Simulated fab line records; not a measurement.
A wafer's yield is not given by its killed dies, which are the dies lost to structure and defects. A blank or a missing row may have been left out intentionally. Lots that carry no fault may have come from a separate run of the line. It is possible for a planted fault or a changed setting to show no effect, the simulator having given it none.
Lot-split experiment -- flow n5_finfet -- 39 wafers read across 7 lots, on a route 1938 steps long

## SPLIT DETAILS
At N5_BEOL_M4_ILD_DEP_00 (deposits SiOC from DEMS/O2, target thk 79 nm, time 15.3 s), the setting target_thk_a was moved away from the recipe's 790 angstrom on 18 of the 39 wafers read, by -56.5% to +43.8%. For the rest of the wafers, this setting stayed at what the recipe calls for.

The file shows no step between the split and the reading.

## THE READING
At N5_BEOL_M4_THK_MEAS_01: M4_ILD_THK, given in nm. Fault-free wafers of this fab line usually give 79.2 nm, standard deviation 0.88 nm.

wafer,"tool, chamber at the split","target_thk_a as run, angstrom",against the recipe,"M4_ILD_THK, nm",against lot-mates on the recipe
L078.1,"pecvd-01, 2",1073,+35.8%,107.3,+27.0
L078.2,"pecvd-01, 0",1073,+35.8%,107.1,+26.8
L078.3,"pecvd-01, 1",790,recipe,79.2,-
L078.4,"pecvd-01, 2",790,recipe,80.9,-
L078.5,"pecvd-01, 0",790,recipe,80.7,-
L078.6,"pecvd-01, 1",1073,+35.8%,108.3,+28.0
L079.1,"pecvd-01, 0",790,recipe,78.8,-
L079.2,"pecvd-01, 1",790,recipe,78.1,-
L079.3,"pecvd-01, 2,1",343.6,-56.5%,34.4,-44.5
L079.4,"pecvd-01, 0",790,recipe,79.7,-
L079.5,"pecvd-01, 2",343.6,-56.5%,35.0,-43.9
L079.6,"pecvd-01, 2,1",343.6,-56.5%,34.3,-44.6
L082.1,"pecvd-02, 2",1136,+43.8%,113.9,+34.4
L082.2,"pecvd-02, 0",1136,+43.8%,112.6,+33.1
L082.3,"pecvd-02, 1",790,recipe,78.5,-
L082.4,"pecvd-02, 2,0",790,recipe,80.1,-
L082.5,"pecvd-02, 1",1136,+43.8%,115.0,+35.5
L082.6,"pecvd-02, 2,0",790,recipe,79.9,-
L083.1,"pecvd-02, 1",1117,+41.4%,110.6,+31.5
L083.2,"pecvd-02, 0",1117,+41.4%,111.0,+31.9
L083.3,"pecvd-02, 2",790,recipe,78.0,-
L083.4,"pecvd-02, 2",1117,+41.4%,111.9,+32.8
L083.5,"pecvd-02, 1",790,recipe,80.2,-
L083.6,"pecvd-02, 0",790,recipe,79.0,-
L086.1,"pecvd-03, 1",613.1,-22.4%,60.8,-19.1
L086.2,"pecvd-03, 0",613.1,-22.4%,59.9,-20.0
L086.3,"pecvd-03, 1",790,recipe,79.9,-
L086.4,"pecvd-03, 0",790,recipe,79.6,-
L086.5,"pecvd-03, 0",613.1,-22.4%,61.1,-18.8
L086.6,"pecvd-03, 1",790,recipe,80.1,-
L090.1,"pecvd-03, 0",790,recipe,79.5,-
L090.2,"pecvd-03, 2",790,recipe,80.0,-
L090.3,"pecvd-03, 1",543.8,-31.2%,54.9,-25.2
L090.4,"pecvd-03, 0",790,recipe,80.8,-
L090.5,"pecvd-03, 1",543.8,-31.2%,56.0,-24.1
L090.6,"pecvd-03, 2",543.8,-31.2%,55.8,-24.3
L094.2,"pecvd-03, 1",790,recipe,79.5,-
L094.4,"pecvd-03, 2,1",790,recipe,80.6,-
L094.5,"pecvd-03, 2,1",790,recipe,80.5,-
Rows listing several chambers each stand for several wafers; the file does not say which wafer went through which chamber.

THE FIT
A straight line over all 39 wafers: M4_ILD_THK changes by +0.786 nm for each +1% of target_thk_a; r = +1.00; the points scatter about the line by 0.91 nm.
The same after taking each lot's own level away (the mean of its wafers on the recipe; 39 wafers): +0.784 nm for each +1%; r = +1.00; scatter 0.81 nm.
On that fit, the largest move of target_thk_a shifts the reading by 44 nm.
The lots' own levels span 78.87 to 80.27 nm, that is 1.6 times the standard deviation above.
Hence the lot-to-lot level has little effect on the slope; both slopes agree.
Check: -44.5 nm against its lot-mates is what the line predicts for one of the wafers moved furthest among these (-56.5%) when that wafer is left out of the fit. It came out at -44.5 nm against them.

## OTHER SPLITS APPLIED TO THESE WAFERS
Other splits were also applied to these wafers ahead of the reading. Each is held against what the fit with the lots' levels taken away leaves over:
other split on the same wafers,wafers away from the commonest value,r with M4_ILD_THK (lot level and that fit taken away)
N5_FIN_SAQP_PECVD_06 time_s,6,-0.14
N5_MOL_CONTACT_COAG_SPUTTER_143 target_thk_a,15,-0.11
N5_BEOL_M0_SAQP_ETCH_106 target_depth_a,15,-0.02

## THE WHOLE CHAIN: every reading that the file lists as answering this split, in the file's order
step,what it does,reading,change (the file's fit),r (the file's)
N5_BEOL_M4_ILD_DEP_00,"deposits SiOC from DEMS/O2, target thk 79 nm, time 15.3 s","SiOC_of_BEOL_M4_ILD_DEP_00.thk_nm (the simulator's own value, which no gauge read)",+0.785 nm for each +1% of the setting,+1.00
N5_BEOL_M4_THK_MEAS_01,,M4_ILD_THK,+0.784 for each +1% of the setting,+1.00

## FILE'S OWN FIT
M4_ILD_THK changes by +0.784 nm for each +1% of target_thk_a, r = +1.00.
